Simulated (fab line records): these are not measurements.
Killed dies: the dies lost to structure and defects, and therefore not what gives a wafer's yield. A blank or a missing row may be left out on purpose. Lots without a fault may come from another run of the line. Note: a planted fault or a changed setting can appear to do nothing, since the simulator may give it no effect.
What tool caused it? / flow nand_harc / Sampling: 6 lots, 18 wafers, 3 of 1159 route steps

## WHAT EACH GAUGE READ, for each wafer
NHARC_A_BONDPAD_THK_MEAS_20: measures by xrf.
lot=L226; measured=day 18 09:34; on=film_metro-01; thk_nm (nm)=167.8 169.9 168.2
lot=L227; measured=day 18 16:33; on=film_metro-01; thk_nm (nm)=172.0 169.6 170.2
lot=L231; measured=day 19 09:57; on=film_metro-01; thk_nm (nm)=172.3 170.0 171.4
lot=L233; measured=day 20 06:06; on=film_metro-01; thk_nm (nm)=170.7 168.9 171.3
lot=L234; measured=day 20 08:01; on=film_metro-01; thk_nm (nm)=171.7 168.1 168.4

## WHAT TOOL EACH LOT RAN ON (gives the tool, then ch and the chambers of the sampled wafers, and finally the start)
lot=L226; NHARC_P_M1_PVD_21=pvd_sputter-03, day 6 04:27; NHARC_A_BONDPAD_DEGAS_25=pvd_sputter-02, day 18 08:09
lot=L227; NHARC_P_M1_PVD_21=pvd_sputter-03, day 6 22:20; NHARC_A_BONDPAD_DEGAS_25=pvd_sputter-01, day 18 15:04
lot=L231; NHARC_P_M1_PVD_21=pvd_sputter-03, day 7 13:04; NHARC_A_BONDPAD_DEGAS_25=pvd_sputter-02, day 19 08:26
lot=L233; NHARC_P_M1_PVD_21=pvd_sputter-03, day 8 05:59; NHARC_A_BONDPAD_DEGAS_25=pvd_sputter-02, day 20 04:41
lot=L234; NHARC_P_M1_PVD_21=pvd_sputter-03, day 8 11:43; NHARC_A_BONDPAD_DEGAS_25=pvd_sputter-02, day 20 06:36
lot=L241; NHARC_P_M1_PVD_21=pvd_sputter-03, day 10 08:29; NHARC_A_BONDPAD_DEGAS_25=-
- NHARC_P_M1_PVD_21: deposits Cu, target thk 30 nm, time 20.49 s.
- NHARC_A_BONDPAD_DEGAS_25: time 60 s.

## THE ANSWER, worked out from the rows above alone
Rule: what is usual is taken from the lots themselves. The widest of any qualifying gaps counts: lots, ordered by their means at a reading, are off when they make up no more than a third of the lots, leave a main group of 4 or more, and stand apart from it by 3 or more times the standard deviation of that group's means. A main group whose means are all the same, to the digits that the tables above print for the reading, isn't used. Also off: a lot with no number at a reading for which 4 or more lots have one. All remaining lots with rows at the step are treated as sound.
Across all readings shown, no lot is off: no conclusion can be drawn from this.

## WHAT HAD BEEN PUT IN BY THE SIMULATOR
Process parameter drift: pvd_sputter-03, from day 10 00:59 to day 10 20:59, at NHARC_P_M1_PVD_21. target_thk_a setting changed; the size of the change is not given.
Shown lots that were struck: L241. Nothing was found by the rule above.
